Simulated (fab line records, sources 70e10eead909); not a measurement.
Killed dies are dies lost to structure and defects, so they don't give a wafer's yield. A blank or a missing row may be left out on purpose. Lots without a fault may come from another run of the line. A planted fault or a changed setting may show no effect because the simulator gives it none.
A struck lot beside a sound one | flow nand_harc | 15 steps out of a route of 1159
Sound: wafers L986.3, L986.5, L986.6. Struck: wafer L991.4. (L991.1, L991.6 of the same lot were not struck and are left out.) The cause comes at the end.
At each step with rows: each side's tool, then ch and its chambers, then its first start. Under that, the readings that differ: sound wafers | struck wafers | difference of the means | sigmas: that difference in standard deviations of wafers without a fault.
alike: readings whose means differ by less than 2 such deviations, and words and numbers that are the same on both sides. not compared: withheld readings, readings that some wafer has no value for, bounds like >300 that may hide the same value, and numbers for which the record gives no deviation and whose values overlap.
The two part at a step that has a row with sigmas, a row that says differs or no value, or rows on one side only. Numbers that don't overlap but have no deviation are shown without sigmas and don't part them. A reading that every wafer of one side lacks parts them only if that side has two wafers or more.

first, 7 steps without rows for these wafers: NHARC_A_BLC_COAT_03 (time 65 s); NHARC_A_BLC_COAT_04 (resist thk 90 nm); NHARC_A_BLC_SOFTBAKE_05 (time 55 s); NHARC_A_BLC_EBR_06; NHARC_A_BLC_EXPOSE_07 (exposes mask A BLC, target cd 100 nm); NHARC_A_BLC_PEB_08 (peb time 65 s); NHARC_A_BLC_DEVELOP_09 (develop time 35 s).
NHARC_A_BLC_CD_MEAS_10: target cd 100 nm.
  sound on cd_sem-01 ch 0, day 18 22:28; struck on cd_sem-03 ch 0, day 20 19:52
  alike: cd_nm
NHARC_A_BLC_OVL_MEAS_11:
  sound on overlay-01, day 18 22:33; struck on overlay-01, day 20 19:57
  alike: overlay_x_nm, overlay_y_nm
NHARC_A_BLC_INSPECT_12:
  sound on defect_inspect-02, day 18 22:35; struck on defect_inspect-01, day 20 19:59
  alike: raw_defect_count
NHARC_A_BLC_DESCUM_15: chemistry O2, time 3 s.
  sound on rie_diel-04 ch 0,1,3, day 18 22:40; struck on rie_diel-02 ch 1, day 20 20:04
  alike: drypump_motor_current_A, mfc_ar_sccm, oes_product_au, rf_vpp_V, showerhead_plenum_p_Torr, throttle_valve_pct
  not compared: rf_hours_counter_h
NHARC_A_BLC_ETCH_16: etches the open film in CF4, target depth 39 nm, time 65 s.
  sound on rie_diel-04 ch 1,2,3, day 18 22:45; struck on rie_diel-02 ch 2, day 20 20:09
  reading                     | sound                | struck | difference | sigmas
  drypump_motor_current_A (A) | 5.3 5.2 4.9          | 6.2    | +1.1       | +2
  run_length_s (s)            | 86.8 87.2 85.9       | 85.5   | -1.1       | -2
  throttle_valve_pct (%)      | 13.296 13.277 13.296 | 13.264 | -0.026     | -3
  alike: mfc_ar_sccm, oes_product_au, rf_vpp_V, showerhead_plenum_p_Torr
  not compared: rf_hours_counter_h
NHARC_A_BLC_ETCH_17: etches the open film in N2/H2, target depth 390 nm, time 609.38 s.
  sound on rie_diel-04 ch 1,2,3, day 18 22:58; struck on rie_diel-02 ch 0, day 20 20:16
  reading                | sound                | struck | difference | sigmas
  run_length_s (s)       | 631.7 630.9 630.3    | 654.2  | +23.2      | +51
  throttle_valve_pct (%) | 14.160 14.152 14.187 | 14.193 | +0.027     | +3
  alike: drypump_motor_current_A, mfc_ar_sccm, oes_product_au, rf_vpp_V, showerhead_plenum_p_Torr
  not compared: rf_hours_counter_h
NHARC_A_BLC_ETCH_18: etches the open film in C4F8/O2/Ar, target depth 910 nm.
  sound on rie_diel-04 ch 1,2,3; struck on rie_diel-02 ch 0
  reading      | sound       | struck | difference | sigmas
  rf_vpp_V (V) | 982 976 983 | 971    | -9         | -3
  alike: oes_product_au
  not compared: rf_hours_counter_h
-- the record jumps here: 2 days lie between the struck wafers' starts before and after (it left off in module A_BLC and takes up again in module END, whose first step shown is number 1159 of the route) --
NHARC_END_SORT_01:
  sound on prober-01 ch 0, day 21 00:32; struck on prober-02 ch 0, day 23 05:38
  reading         | sound | struck | difference | sigmas
  killed_at_other | 0 0 0 | 2      | +2         | +2
  alike: killed_at_array, killed_at_periphery, killed_dies, killed_open, killed_short

WHERE THEY PART
First at NHARC_A_BLC_ETCH_16; last, within this record, at NHARC_END_SORT_01.

WHY: what the simulator had put in
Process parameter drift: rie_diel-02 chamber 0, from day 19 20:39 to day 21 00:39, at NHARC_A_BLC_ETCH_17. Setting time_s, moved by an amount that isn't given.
